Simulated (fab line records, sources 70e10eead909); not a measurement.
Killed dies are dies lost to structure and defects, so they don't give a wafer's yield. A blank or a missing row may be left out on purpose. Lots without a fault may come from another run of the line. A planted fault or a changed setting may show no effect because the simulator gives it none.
A struck lot beside a sound one | flow nand_harc | 16 steps out of a route of 1159
Sound: wafers L848.1, L848.3, L848.6. Struck: wafers L855.2, L855.4, L855.6. The cause comes at the end.
At each step with rows: each side's tool, then ch and its chambers, then its first start. Under that, the readings that differ: sound wafers | struck wafers | difference of the means | sigmas: that difference in standard deviations of wafers without a fault.
alike: readings whose means differ by less than 2 such deviations, and words and numbers that are the same on both sides. not compared: withheld readings, readings that some wafer has no value for, bounds like >300 that may hide the same value, and numbers for which the record gives no deviation and whose values overlap.
The two part at a step that has a row with sigmas, a row that says differs or no value, or rows on one side only. Numbers that don't overlap but have no deviation are shown without sigmas and don't part them. A reading that every wafer of one side lacks parts them only if that side has two wafers or more.

NHARC_P_M1_INSPECT_11:
  sound on defect_inspect-01, day 6 15:31; struck on defect_inspect-02, day 8 02:00
  alike: raw_defect_count
then, 1 step without rows for these wafers: NHARC_P_M1_DESCUM_14 (chemistry O2, time 3 s).
NHARC_P_M1_ETCH_35: etches the open film in N2/H2, target depth 40 nm, overetch 12 nm, time 43.94 s.
  sound on rie_diel-09 ch 1,3, day 6 15:41; struck on rie_diel-09 ch 0,1,2, day 8 02:10
  reading               | sound             | struck            | difference | sigmas
  oes_product_au (a.u.) | 0.977 0.982 0.970 | 1.005 1.031 1.011 | +0.039     | +4
  alike: drypump_motor_current_A, mfc_ar_sccm, rf_vpp_V, showerhead_plenum_p_Torr, throttle_valve_pct
  not compared: rf_hours_counter_h
then, 1 step without rows for these wafers: NHARC_P_M1_ETCH_15 (etches the open film in C4F8/Ar, target depth 182.5 nm, time 91.2 s).
NHARC_P_M1_CD_MEAS_16:
  sound on cd_sem-01, day 6 15:56; struck on cd_sem-02, day 8 02:22
  alike: cd_nm
then, 3 steps without rows for these wafers: NHARC_P_M1_STRIP_18 (strips in N2/H2); NHARC_P_M1_ETCH_28 (etches the open film in CF4/N2, target depth 30 nm, time 72.99 s); NHARC_P_M1_STRIP_19 (strips in post etch residue remover, time 600 s).
NHARC_P_M1_DEGAS_29: time 60 s.
  sound on pvd_sputter-01, day 6 16:40; struck on pvd_sputter-02, day 8 03:11
  alike: heater_power_w
NHARC_P_M1_PRE_CLEAN_30: time 30 s.
  sound on pvd_sputter-01; struck on pvd_sputter-02
  alike: heater_power_w
NHARC_P_M1_PVD_20: deposits TaN, target thk 5 nm, time 8.06 s.
  sound on pvd_sputter-01; struck on pvd_sputter-02
  alike: throttle_valve_pct
NHARC_P_M1_PVD_21: deposits Cu, target thk 30 nm, time 20.49 s.
  sound on pvd_sputter-01; struck on pvd_sputter-02
  alike: throttle_valve_pct
NHARC_P_M1_ECD_22: material Cu, target thk 400 nm.
  sound on ecd_cu-02 ch 0,1, day 6 17:11; struck on ecd_cu-01 ch 0,1, day 8 04:43
then, 1 step without rows for these wafers: NHARC_P_M1_ANNEAL_31 (time 90 s).
NHARC_P_M1_CMP_23: polishes, t overpolish 20 s, target thk 157.82 nm.
  sound on cmp-03 ch 0,3, day 6 17:55; struck on cmp-02 ch 0,1, day 8 05:35
  reading                | sound          | struck         | difference | sigmas
  time_to_endpoint_s (s) | 27.4 27.2 26.0 | 64.9 56.2 61.8 | +34.1      | +11
  alike: motor_current_A
NHARC_P_M1_THK_MEAS_24: measures by xrf.
  sound on film_metro-02, day 6 18:13; struck on film_metro-01, day 8 05:53
  alike: thk_nm

WHERE THEY PART
First at NHARC_P_M1_ETCH_35; last, within this record, at NHARC_P_M1_CMP_23. Later steps at which nothing parts them and some readings are alike: NHARC_P_M1_THK_MEAS_24.

WHY: what the simulator had put in
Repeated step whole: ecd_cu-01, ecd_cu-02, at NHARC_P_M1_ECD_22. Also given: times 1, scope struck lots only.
